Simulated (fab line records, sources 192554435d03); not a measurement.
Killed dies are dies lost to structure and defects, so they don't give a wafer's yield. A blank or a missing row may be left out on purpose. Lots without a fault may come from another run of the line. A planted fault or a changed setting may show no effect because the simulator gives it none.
Which tool did it? | flow n5_finfet | 11 lots, 33 wafers sampled, at 1 step of a route of 1938

WHAT THE GAUGES READ, wafer by wafer
N5_BEOL_M5_OCD_MEAS_38.
lot  | measured     | on     | trench_depth_nm (nm)
L487 | day 10 00:47 | ocd-01 | 72.9 72.0 71.5
L496 | day 14 13:50 | ocd-01 | 72.3 72.6 72.2
L497 | day 14 18:47 | ocd-01 | 71.9 71.2 72.8
L502 | day 15 19:13 | ocd-01 | 72.5 73.5 72.2
L500 | day 16 00:56 | ocd-02 | 70.8 71.6 69.9
L509 | day 16 12:26 | ocd-01 | 72.1 70.9 72.6
L503 | day 16 21:35 | ocd-01 | 71.8 72.0 69.7
L505 | day 17 14:24 | ocd-02 | 71.8 71.5 73.3
L501 | day 17 15:10 | ocd-01 | 71.3 70.9 70.8
L494 | day 18 00:40 | ocd-01 | 72.9 71.7 71.4
L508 | day 18 00:56 | ocd-02 | 72.6 71.9 72.9

WHICH TOOL RAN EACH LOT (tool, then ch and the chambers of the sampled wafers, then the start)
The record holds no process step before these readings.

WHAT THE TOOLS THEMSELVES READ (means of the sampled wafers that have a number; where no wafer has one, the mark that the record gives instead)
The record holds no such reading with a usual standard deviation.

THE ANSWER, worked out from the rows above alone
Rule: what is usual is taken from the lots themselves. Put in order of their means at a reading, lots are off if they are a third of the lots or fewer, leave a main group of 4 or more, and stand apart from it by a gap of 3 or more times the standard deviation of the main group's means; of several such gaps the widest counts. A main group whose means are all the same, to the digits that the tables above print for the reading, isn't used. A lot without any number at a reading at which 4 lots or more have one is off too. The other lots that the step has rows for count as sound. The gauges are gone through in route order, then the tools' own readings, and for those a lot's mean is taken as printed above. The first step at which some lot is off is used, and at that step the reading that is off furthest; a lot without a number counts as furthest.
No lot is off at any reading shown: from this, nothing can be told.

WHAT THE SIMULATOR HAD PUT IN
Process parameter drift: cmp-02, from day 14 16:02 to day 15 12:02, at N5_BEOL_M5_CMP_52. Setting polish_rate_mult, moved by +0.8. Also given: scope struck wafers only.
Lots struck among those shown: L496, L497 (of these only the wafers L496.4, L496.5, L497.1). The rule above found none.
